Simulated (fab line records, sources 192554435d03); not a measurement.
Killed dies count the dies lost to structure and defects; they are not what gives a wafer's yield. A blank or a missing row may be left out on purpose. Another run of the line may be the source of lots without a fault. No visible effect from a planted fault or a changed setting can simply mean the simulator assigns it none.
Split-lot study	flow n5_finfet	21 wafers read across 7 lots, on a route 1938 steps long

== SPLIT DETAILS ==
At N5_BEOL_M7_COAT_05 (resist thk 90 nm), the setting spin_rpm was moved away from the recipe's 1500 rpm on 8 of the 21 wafers read, by -10.7% to +6.9%. For the rest of the wafers, this setting stayed at what the recipe calls for.

== FROM THE SPLIT TO THE READING: what the file shows between them, 4 steps ==
- N5_BEOL_M7_EXPOSE_08: exposes mask M7 (also split here: dose_mj)
- N5_BEOL_M7_PEB_09: peb time 60 s
- N5_BEOL_M7_DEVELOP_10: develop time 30 s
- N5_BEOL_M7_CD_MEAS_11: target cd 38.5 nm

== THE READING ==
CAR-ArF_of_BEOL_M7_COAT_05.thk_nm (the simulator's own value, which no gauge read), in nm, at N5_BEOL_M7_DESCUM_16 (chemistry O2, time 7.9 s). No usual value for it is given in the file. Average 83.4 nm, standard deviation 0.22 nm, over the 13 wafers here run with the recipe.

wafer	tool, chamber at the split	spin_rpm as run, rpm	against the recipe	CAR-ArF_of_BEOL_M7_COAT_05.thk_nm, nm	against lot-mates on the recipe
L079.1	litho_track-01, 0	1500	recipe	83.8	-
L079.4	litho_track-01, 0	1604	+6.9%	80.8	-3.0
L079.6	litho_track-01, 0	1604	+6.9%	80.6	-3.2
L084.2	litho_track-04, 0	1390	-7.3%	86.6	+3.6
L084.3	litho_track-04, 0	1390	-7.3%	86.8	+3.8
L084.4	litho_track-04, 0	1500	recipe	83	-
L086.1	litho_track-02, 0	1500	recipe	83.4	-
L086.3	litho_track-02, 0	1500	recipe	83.6	-
L086.4	litho_track-02, 0	1500	recipe	83.6	-
L088.2	litho_track-04, 0	1581	+5.4%	80.8	-2.6
L088.4	litho_track-04, 0	1500	recipe	83.4	-
L088.6	litho_track-04, 0	1581	+5.4%	81	-2.4
L095.1	litho_track-01, 0	1500	recipe	83.6	-
L095.3	litho_track-01, 0	1340	-10.7%	88.8	+5.2
L095.6	litho_track-01, 0	1340	-10.7%	88.2	+4.6
L096.3	litho_track-01, 0	1500	recipe	83.4	-
L096.5	litho_track-01, 0	1500	recipe	83.4	-
L096.6	litho_track-01, 0	1500	recipe	83.6	-
L097.2	litho_track-02, 0	1500	recipe	83	-
L097.5	litho_track-02, 0	1500	recipe	83.4	-
L097.6	litho_track-02, 0	1500	recipe	83.4	-

FIT RESULTS
A straight line over all 21 wafers: CAR-ArF_of_BEOL_M7_COAT_05.thk_nm changes by -0.451 nm for each +1% of spin_rpm; r = -0.99; the points scatter about the line by 0.26 nm.
The same after taking each lot's own level away (the mean of its wafers on the recipe; 21 wafers): -0.467 nm for each +1%; r = -1.00; scatter 0.17 nm.
The reading moves by 5 nm for the largest change in spin_rpm, on that fit.
Across the lots, their own levels run from 83.00 to 83.80 nm, a range of 3.6 times the standard deviation given above.
The two slopes agree, so the slope changes little with the lot-to-lot level.
Check: with one of the wafers moved furthest among these (-10.7%) left out of the fit, the line predicts +4.94 nm for it against its lot-mates. It came out at +5.2 nm against them.

== OTHER SPLITS APPLIED TO THESE WAFERS ==
Before the reading, these wafers also passed through other splits. Each is held against what the fit with the lots' levels taken away leaves over:
other split on the same wafers	wafers away from the commonest value	r with CAR-ArF_of_BEOL_M7_COAT_05.thk_nm (lot level and that fit taken away)
N5_BEOL_M5_EXPOSE_25 dose_mj	8	+0.30
N5_BEOL_M7_EXPOSE_08 dose_mj	7	+0.00

== THE WHOLE CHAIN: every reading that the file lists as answering this split, in the file's order ==
step	what it does	reading	change (the file's fit)	r (the file's)
N5_BEOL_M7_COAT_05	resist thk 90 nm	CAR-ArF_of_BEOL_M7_COAT_05.thk_nm (the simulator's own value, which no gauge read)	-0.462 nm for each +1% of the setting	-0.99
N5_BEOL_M7_DESCUM_16	chemistry O2, time 7.9 s	CAR-ArF_of_BEOL_M7_COAT_05.thk_nm (the simulator's own value, which no gauge read)	-0.467 nm for each +1% of the setting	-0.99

== THE FILE'S OWN FIT ==
CAR-ArF_of_BEOL_M7_COAT_05.thk_nm changes by -0.467 nm for each +1% of spin_rpm, r = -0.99.
